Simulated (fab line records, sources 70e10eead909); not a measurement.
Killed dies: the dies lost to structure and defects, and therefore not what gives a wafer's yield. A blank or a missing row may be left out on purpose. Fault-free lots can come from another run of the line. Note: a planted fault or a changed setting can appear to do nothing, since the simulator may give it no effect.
Matching of chambers / flow nand-harc / NHARC_A_STAIRCASE_DESCUM_219 on rie-diel-06: 4 sister chambers
The step chemistry O2, time 3 s. 16 wafers are shown with their chamber, then 8 later ones without.

## WAFERS WITH THEIR CHAMBER
wafer=L076.2; chamber=0; showerhead-plenum-p-Torr (Torr)=1.79; drypump-motor-current-A (A)=5.56; oes-product-au (a.u.)=0.998
wafer=L076.3; chamber=2; showerhead-plenum-p-Torr (Torr)=1.81; drypump-motor-current-A (A)=5.70; oes-product-au (a.u.)=0.995
wafer=L076.6; chamber=2; showerhead-plenum-p-Torr (Torr)=1.81; drypump-motor-current-A (A)=5.72; oes-product-au (a.u.)=0.984
wafer=L075.2; chamber=1; showerhead-plenum-p-Torr (Torr)=1.81; drypump-motor-current-A (A)=6.24; oes-product-au (a.u.)=1.010
wafer=L075.4; chamber=0; showerhead-plenum-p-Torr (Torr)=1.79; drypump-motor-current-A (A)=5.55; oes-product-au (a.u.)=1.007
wafer=L075.5; chamber=2; showerhead-plenum-p-Torr (Torr)=1.81; drypump-motor-current-A (A)=5.69; oes-product-au (a.u.)=0.987
wafer=L078.1; chamber=1; showerhead-plenum-p-Torr (Torr)=1.80; drypump-motor-current-A (A)=6.19; oes-product-au (a.u.)=0.997
wafer=L078.3; chamber=0; showerhead-plenum-p-Torr (Torr)=1.78; drypump-motor-current-A (A)=5.57; oes-product-au (a.u.)=0.997
wafer=L078.4; chamber=2; showerhead-plenum-p-Torr (Torr)=1.80; drypump-motor-current-A (A)=5.71; oes-product-au (a.u.)=0.991
wafer=L084.1; chamber=0; showerhead-plenum-p-Torr (Torr)=1.78; drypump-motor-current-A (A)=5.58; oes-product-au (a.u.)=1.002
wafer=L084.3; chamber=2; showerhead-plenum-p-Torr (Torr)=1.80; drypump-motor-current-A (A)=5.71; oes-product-au (a.u.)=0.991
wafer=L084.4; chamber=1; showerhead-plenum-p-Torr (Torr)=1.80; drypump-motor-current-A (A)=6.20; oes-product-au (a.u.)=1.003
wafer=L083.3; chamber=3; showerhead-plenum-p-Torr (Torr)=1.98; drypump-motor-current-A (A)=5.73; oes-product-au (a.u.)=1.009
wafer=L083.4; chamber=2; showerhead-plenum-p-Torr (Torr)=1.80; drypump-motor-current-A (A)=5.72; oes-product-au (a.u.)=0.993
wafer=L083.5; chamber=1; showerhead-plenum-p-Torr (Torr)=1.80; drypump-motor-current-A (A)=6.20; oes-product-au (a.u.)=1.011
wafer=L088.1; chamber=1; showerhead-plenum-p-Torr (Torr)=1.80; drypump-motor-current-A (A)=6.25; oes-product-au (a.u.)=1.013

SIGNATURES, as means of the wafers listed above
reading=showerhead-plenum-p-Torr; chamber 0=1.7850; chamber 1=1.8020; chamber 2=1.8050; chamber 3=1.9800; scatter within a chamber=0.00524
reading=drypump-motor-current-A; chamber 0=5.5650; chamber 1=6.2160; chamber 2=5.7083; chamber 3=5.7300; scatter within a chamber=0.0185
reading=oes-product-au; chamber 0=1.00100; chamber 1=1.00680; chamber 2=0.99017; chamber 3=1.00900; scatter within a chamber=0.00516
Rule: a wafer's distance from a chamber is the root of the sum, over the readings, of the square of ((its reading less the chamber's mean) divided by the reading's scatter). If the next closest chamber is less than 2 further off than the closest, the wafer can't be placed; otherwise it belongs to the closest. The scatter: the root of (the sum of the squares of (reading less its chamber's mean) over the shown wafers, divided by (wafers less chambers)).

## WAFERS WITHOUT THEIR CHAMBER
wafer=L088.3; showerhead-plenum-p-Torr (Torr)=1.80; drypump-motor-current-A (A)=5.69; oes-product-au (a.u.)=0.992
wafer=L088.6; showerhead-plenum-p-Torr (Torr)=1.80; drypump-motor-current-A (A)=5.69; oes-product-au (a.u.)=0.999
wafer=L087.2; showerhead-plenum-p-Torr (Torr)=1.80; drypump-motor-current-A (A)=6.29; oes-product-au (a.u.)=1.000
wafer=L087.4; showerhead-plenum-p-Torr (Torr)=1.78; drypump-motor-current-A (A)=5.58; oes-product-au (a.u.)=1.000
wafer=L087.5; showerhead-plenum-p-Torr (Torr)=1.78; drypump-motor-current-A (A)=5.61; oes-product-au (a.u.)=0.995
wafer=L092.3; showerhead-plenum-p-Torr (Torr)=1.77; drypump-motor-current-A (A)=5.59; oes-product-au (a.u.)=0.999
wafer=L092.5; showerhead-plenum-p-Torr (Torr)=1.79; drypump-motor-current-A (A)=5.72; oes-product-au (a.u.)=0.985
wafer=L092.6; showerhead-plenum-p-Torr (Torr)=1.79; drypump-motor-current-A (A)=6.20; oes-product-au (a.u.)=1.007

## THE CHAMBER EACH PASSED THROUGH
wafer=L088.3; from the rows above=2; in truth=2
wafer=L088.6; from the rows above=2; in truth=2
wafer=L087.2; from the rows above=1; in truth=1
wafer=L087.4; from the rows above=0; in truth=0
wafer=L087.5; from the rows above=0; in truth=0
wafer=L092.3; from the rows above=0; in truth=0
wafer=L092.5; from the rows above=2; in truth=2
wafer=L092.6; from the rows above=1; in truth=1
Correctly placed: 8 of 8. Number that these rows cannot place: 0. Number placed wrongly: 0.
